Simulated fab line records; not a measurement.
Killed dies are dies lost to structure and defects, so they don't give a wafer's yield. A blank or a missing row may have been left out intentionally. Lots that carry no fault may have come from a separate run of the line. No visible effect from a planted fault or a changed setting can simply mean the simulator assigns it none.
Chamber matching || flow nand-harc || cmp-01 running NHARC_P_CONTACT_CMP_24: 4 sister chambers
The step polishes, t overpolish 30 s, target thk 200 nm. 22 wafers are shown with their chamber, then 11 later ones without.

== WAFERS, EACH WITH ITS CHAMBER ==
{"wafer": "L074.2", "chamber": 0, "motor-current-A (A)": 11.2, "time-to-endpoint-s (s)": 40.0, "slurry-flow-ml-min": 149.8}
{"wafer": "L074.3", "chamber": 3, "motor-current-A (A)": 12.9, "time-to-endpoint-s (s)": 39.4, "slurry-flow-ml-min": 150.8}
{"wafer": "L074.6", "chamber": 1, "motor-current-A (A)": 9.8, "time-to-endpoint-s (s)": 35.8, "slurry-flow-ml-min": 150.6}
{"wafer": "L075.3", "chamber": 2, "motor-current-A (A)": 9.3, "time-to-endpoint-s (s)": 41.8, "slurry-flow-ml-min": 149.2}
{"wafer": "L075.5", "chamber": 2, "motor-current-A (A)": 8.9, "time-to-endpoint-s (s)": 42.2, "slurry-flow-ml-min": 150.0}
{"wafer": "L075.6", "chamber": 1, "motor-current-A (A)": 10.1, "time-to-endpoint-s (s)": 43.0, "slurry-flow-ml-min": 150.8}
{"wafer": "L079.1", "chamber": 0, "motor-current-A (A)": 11.2, "time-to-endpoint-s (s)": 38.9, "slurry-flow-ml-min": 150.5}
{"wafer": "L079.3", "chamber": 2, "motor-current-A (A)": 8.4, "time-to-endpoint-s (s)": 41.3, "slurry-flow-ml-min": 149.9}
{"wafer": "L079.4", "chamber": 3, "motor-current-A (A)": 12.2, "time-to-endpoint-s (s)": 39.2, "slurry-flow-ml-min": 149.9}
{"wafer": "L082.1", "chamber": 0, "motor-current-A (A)": 11.6, "time-to-endpoint-s (s)": 37.7, "slurry-flow-ml-min": 150.2}
{"wafer": "L082.2", "chamber": 2, "motor-current-A (A)": 7.8, "time-to-endpoint-s (s)": 40.0, "slurry-flow-ml-min": 150.4}
{"wafer": "L082.5", "chamber": 3, "motor-current-A (A)": 12.9, "time-to-endpoint-s (s)": 40.6, "slurry-flow-ml-min": 150.9}
{"wafer": "L085.2", "chamber": 3, "motor-current-A (A)": 12.3, "time-to-endpoint-s (s)": 35.9, "slurry-flow-ml-min": 149.4}
{"wafer": "L085.3", "chamber": 2, "motor-current-A (A)": 8.5, "time-to-endpoint-s (s)": 39.3, "slurry-flow-ml-min": 150.2}
{"wafer": "L085.4", "chamber": 1, "motor-current-A (A)": 9.9, "time-to-endpoint-s (s)": 40.4, "slurry-flow-ml-min": 149.5}
{"wafer": "L088.3", "chamber": 2, "motor-current-A (A)": 8.9, "time-to-endpoint-s (s)": 40.9, "slurry-flow-ml-min": 150.1}
{"wafer": "L088.4", "chamber": 0, "motor-current-A (A)": 11.4, "time-to-endpoint-s (s)": 39.0, "slurry-flow-ml-min": 150.6}
{"wafer": "L088.6", "chamber": 2, "motor-current-A (A)": 8.7, "time-to-endpoint-s (s)": 39.5, "slurry-flow-ml-min": 150.6}
{"wafer": "L091.3", "chamber": 3, "motor-current-A (A)": 13.2, "time-to-endpoint-s (s)": 38.8, "slurry-flow-ml-min": 149.8}
{"wafer": "L091.4", "chamber": 0, "motor-current-A (A)": 11.3, "time-to-endpoint-s (s)": 41.5, "slurry-flow-ml-min": 150.0}
{"wafer": "L091.6", "chamber": 2, "motor-current-A (A)": 8.7, "time-to-endpoint-s (s)": 41.4, "slurry-flow-ml-min": 149.3}
{"wafer": "L092.4", "chamber": 2, "motor-current-A (A)": 8.6, "time-to-endpoint-s (s)": 41.3, "slurry-flow-ml-min": 150.4}

SIGNATURES, as means of the wafers listed above
{"reading": "motor-current-A", "chamber 0": 11.340, "chamber 1": 9.933, "chamber 2": 8.644, "chamber 3": 12.700, "scatter within a chamber": 0.354}
{"reading": "time-to-endpoint-s", "chamber 0": 39.420, "chamber 1": 39.733, "chamber 2": 40.856, "chamber 3": 38.780, "scatter within a chamber": 1.75}
{"reading": "slurry-flow-ml-min", "chamber 0": 150.220, "chamber 1": 150.300, "chamber 2": 150.011, "chamber 3": 150.160, "scatter within a chamber": 0.529}
Rule: for a wafer and a chamber, the distance is found by dividing, reading by reading, the gap between the wafer's reading and the chamber's mean by the reading's scatter, squaring, summing and taking the root. The wafer belongs to the nearest chamber; if the next one is less than 2 further off, it can't be placed. The scatter: take each reading less its chamber's mean, square it, sum over the shown wafers, divide by the number of wafers less the number of chambers, and take the root.

== WAFERS WITHOUT THEIR CHAMBER ==
{"wafer": "L092.5", "motor-current-A (A)": 9.1, "time-to-endpoint-s (s)": 41.0, "slurry-flow-ml-min": 150.4}
{"wafer": "L092.6", "motor-current-A (A)": 9.9, "time-to-endpoint-s (s)": 42.5, "slurry-flow-ml-min": 149.7}
{"wafer": "L095.2", "motor-current-A (A)": 11.1, "time-to-endpoint-s (s)": 40.2, "slurry-flow-ml-min": 150.6}
{"wafer": "L095.5", "motor-current-A (A)": 11.4, "time-to-endpoint-s (s)": 41.1, "slurry-flow-ml-min": 149.8}
{"wafer": "L095.6", "motor-current-A (A)": 12.7, "time-to-endpoint-s (s)": 39.5, "slurry-flow-ml-min": 149.8}
{"wafer": "L096.2", "motor-current-A (A)": 10.3, "time-to-endpoint-s (s)": 38.5, "slurry-flow-ml-min": 149.9}
{"wafer": "L096.3", "motor-current-A (A)": 11.5, "time-to-endpoint-s (s)": 40.3, "slurry-flow-ml-min": 149.9}
{"wafer": "L096.5", "motor-current-A (A)": 10.9, "time-to-endpoint-s (s)": 39.4, "slurry-flow-ml-min": 149.9}
{"wafer": "L097.1", "motor-current-A (A)": 10.8, "time-to-endpoint-s (s)": 40.4, "slurry-flow-ml-min": 151.0}
{"wafer": "L097.2", "motor-current-A (A)": 12.9, "time-to-endpoint-s (s)": 39.5, "slurry-flow-ml-min": 150.8}
{"wafer": "L097.5", "motor-current-A (A)": 9.8, "time-to-endpoint-s (s)": 40.8, "slurry-flow-ml-min": 150.2}

== WHICH CHAMBER EACH WENT THROUGH ==
{"wafer": "L092.5", "from the rows above": "can't be placed: 2 or 1", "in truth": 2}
{"wafer": "L092.6", "from the rows above": "can't be placed: 1 or 2", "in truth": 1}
{"wafer": "L095.2", "from the rows above": 0, "in truth": 0}
{"wafer": "L095.5", "from the rows above": 0, "in truth": 0}
{"wafer": "L095.6", "from the rows above": 3, "in truth": 3}
{"wafer": "L096.2", "from the rows above": "can't be placed: 1 or 0", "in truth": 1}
{"wafer": "L096.3", "from the rows above": 0, "in truth": 0}
{"wafer": "L096.5", "from the rows above": "can't be placed: 0 or 1", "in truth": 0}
{"wafer": "L097.1", "from the rows above": "can't be placed: 0 or 1", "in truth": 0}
{"wafer": "L097.2", "from the rows above": 3, "in truth": 3}
{"wafer": "L097.5", "from the rows above": 1, "in truth": 1}
Correct placement for 6 of the 11. Unplaceable from these rows: 5, with the true chamber sitting among the candidates in 5. 0 placed wrongly.
